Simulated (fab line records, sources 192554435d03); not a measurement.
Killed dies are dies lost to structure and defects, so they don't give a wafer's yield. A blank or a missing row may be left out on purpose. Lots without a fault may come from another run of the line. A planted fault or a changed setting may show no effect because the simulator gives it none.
Split-lot experiment | flow n5_finfet | 7 lots, 21 wafers read, on a route of 1938 steps

THE SPLIT
At N5_BEOL_M0_SAQP_PECVD_96 (deposits a-Si from SiH4/He, target thk 45 nm, time 45.2 s), the setting time_s was moved away from the recipe's 45.2 s on 7 of the 21 wafers read, by -14.8% to +9.9%. The other wafers ran this setting at the recipe's value.

The reading is taken at the split's own step.

THE READING
a-Si_of_BEOL_M0_SAQP_PECVD_96.thk_nm (the simulator's own value, which no gauge read), in nm, at N5_BEOL_M0_SAQP_PECVD_96 (deposits a-Si from SiH4/He, target thk 45 nm, time 45.2 s). The file gives no usual value for it. The 14 wafers here that ran the recipe average 45.7 nm, standard deviation 0.78 nm.

wafer  | tool, chamber at the split | time_s as run, s | against the recipe | a-Si_of_BEOL_M0_SAQP_PECVD_96.thk_nm, nm | against lot-mates on the recipe
L075.2 | pecvd-03, 0                | 40.28            | -10.9%             | 39.4                                     | -6.1
L075.4 | pecvd-03, 1                | 45.2             | recipe             | 46                                       | -
L075.5 | pecvd-03, 2                | 45.2             | recipe             | 45                                       | -
L077.1 | pecvd-02, 2                | 45.2             | recipe             | 45.2                                     | -
L077.3 | pecvd-02, 0                | 45.2             | recipe             | 45.4                                     | -
L077.5 | pecvd-02, 0                | 45.2             | recipe             | 45                                       | -
L080.2 | pecvd-03, 1,2              | 45.2             | recipe             | 45.4                                     | -
L080.6 | pecvd-03, 1,2              | 45.2             | recipe             | 45.4                                     | -
L080.5 | pecvd-03, 1                | 45.2             | recipe             | 45.6                                     | -
L085.2 | pecvd-03, 0                | 45.2             | recipe             | 45.6                                     | -
L085.3 | pecvd-03, 2                | 45.2             | recipe             | 45.2                                     | -
L085.4 | pecvd-03, 1                | 45.2             | recipe             | 47.2                                     | -
L095.3 | pecvd-03, 0                | 41.85            | -7.4%              | 43                                       | -3.6
L095.4 | pecvd-03, 2                | 45.2             | recipe             | 46.6                                     | -
L095.6 | pecvd-03, 0                | 41.85            | -7.4%              | 43.2                                     | -3.4
L096.1 | pecvd-01, 0                | 38.49            | -14.8%             | 37.2                                     | -7.6
L096.3 | pecvd-01, 2                | 45.2             | recipe             | 44.8                                     | -
L096.4 | pecvd-01, 1                | 38.49            | -14.8%             | 39.6                                     | -5.2
L097.3 | pecvd-03, 0                | 49.66            | +9.9%              | 50.6                                     | +3.2
L097.4 | pecvd-03, 2                | 49.66            | +9.9%              | 51.2                                     | +3.8
L097.5 | pecvd-03, 1                | 45.2             | recipe             | 47.4                                     | -
Where a row lists several chambers, the file gives one row for several wafers and doesn't say which wafer went through which chamber.

THE FIT
A straight line over all 21 wafers: a-Si_of_BEOL_M0_SAQP_PECVD_96.thk_nm changes by +0.498 nm for each +1% of time_s; r = +0.96; the points scatter about the line by 0.88 nm.
The same after taking each lot's own level away (the mean of its wafers on the recipe; 21 wafers): +0.43 nm for each +1%; r = +0.97; scatter 0.67 nm.
On that fit, the largest move of time_s shifts the reading by 6.4 nm.
The lots' own levels span 44.80 to 47.40 nm, that is 3.3 times the standard deviation above.
So the lot-to-lot level changes the slope: the two fits differ.
Check: with one of the wafers moved furthest among these (-14.8%) left out of the fit, the line predicts -6.18 nm for it against its lot-mates. It came out at -7.6 nm against them.

OTHER SPLITS ON THESE WAFERS
These wafers also went through other splits before the reading. Each is held against what the fit with the lots' levels taken away leaves over:
other split on the same wafers        | wafers away from the commonest value | r with a-Si_of_BEOL_M0_SAQP_PECVD_96.thk_nm (lot level and that fit taken away)
N5_MOL_CONTACT_COAG_EXPOSE_05 dose_mj | 8                                    | +0.15
N5_MOL_CONTACT_COAG_ETCH_106 source_w | 6                                    | +0.19
N5_MOL_CONTACT_COAG_COAT_75 spin_rpm  | 3                                    | +0.38
N5_MOL_CONTACT_COAG_COAT_77 spin_rpm  | 7                                    | -0.01

THE FILE'S OWN FIT
a-Si_of_BEOL_M0_SAQP_PECVD_96.thk_nm changes by +0.452 nm for each +1% of time_s, r = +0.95.
